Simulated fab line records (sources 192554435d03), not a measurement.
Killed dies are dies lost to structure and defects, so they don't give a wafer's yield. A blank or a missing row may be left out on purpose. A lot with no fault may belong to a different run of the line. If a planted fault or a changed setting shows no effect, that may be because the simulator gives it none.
Matching of chambers | flow n5Finfet | 4 sister chambers for N5_BEOL_M5_STRIP_19 on rieDiel-02
The step strips in O2. 14 wafers are shown with their chamber, then 7 later ones without.

WAFERS WITH THEIR CHAMBER
wafer  | chamber | showerheadPlenumPTorr (Torr) | throttleValvePct (%) | drypumpMotorCurrentA (A)
L079.3 | 1       | 2.11                         | 16.50                | 5.8
L079.4 | 0       | 2.16                         | 16.80                | 5.1
L079.5 | 1       | 2.11                         | 16.52                | 5.8
L080.2 | 0       | 2.16                         | 16.82                | 5.0
L080.3 | 3       | 2.24                         | 16.33                | 5.6
L080.6 | 1       | 2.11                         | 16.51                | 5.7
L081.2 | 3       | 2.24                         | 16.34                | 5.6
L081.3 | 0       | 2.16                         | 16.82                | 5.0
L081.4 | 1       | 2.11                         | 16.52                | 5.8
L091.3 | 3       | 2.23                         | 16.39                | 5.5
L091.4 | 1       | 2.10                         | 16.57                | 5.7
L091.5 | 3       | 2.23                         | 16.37                | 5.5
L092.1 | 3       | 2.23                         | 16.36                | 5.6
L092.2 | 2       | 2.06                         | 16.85                | 6.5

SIGNATURES (averages over the wafers above)
reading               | chamber 0 | chamber 1 | chamber 2 | chamber 3 | scatter within a chamber
showerheadPlenumPTorr | 2.1600    | 2.1080    | 2.0600    | 2.2340    | 0.00447
throttleValvePct      | 16.8133   | 16.5240   | 16.8500   | 16.3580   | 0.0234
drypumpMotorCurrentA  | 5.033     | 5.760     | 6.500     | 5.560     | 0.0554
Rule: for each reading, subtract the chamber's mean from the wafer's reading, divide by that reading's scatter and square the result; add these up over the readings and take the root, which gives the wafer's distance from the chamber. The wafer belongs to the nearest chamber; if the next one is less than 2 further off, it can't be placed. How the scatter is found: for the shown wafers, subtract from each reading the mean of its chamber, square and add these, divide the total by (wafers less chambers), then take the root.

WAFERS MISSING THEIR CHAMBER
wafer  | showerheadPlenumPTorr (Torr) | throttleValvePct (%) | drypumpMotorCurrentA (A)
L092.5 | 2.23                         | 16.38                | 5.6
L094.1 | 2.23                         | 16.40                | 5.6
L094.4 | 2.23                         | 16.38                | 5.6
L094.5 | 2.06                         | 16.87                | 6.5
L095.1 | 2.10                         | 16.61                | 5.8
L095.4 | 2.16                         | 16.34                | 5.1
L095.6 | 2.10                         | 16.58                | 5.8

WHICH CHAMBER EACH WENT THROUGH
wafer  | from the rows above          | in truth
L092.5 | 3                            | 3
L094.1 | 3                            | 3
L094.4 | 3                            | 3
L094.5 | 2                            | 2
L095.1 | 1                            | 1
L095.4 | can't be placed: 1 or 3 or 0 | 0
L095.6 | 1                            | 1
Placed correctly: 6 of 7. Unplaceable from these rows: 1, with the true chamber sitting among the candidates in 1. Number placed wrongly: 0.
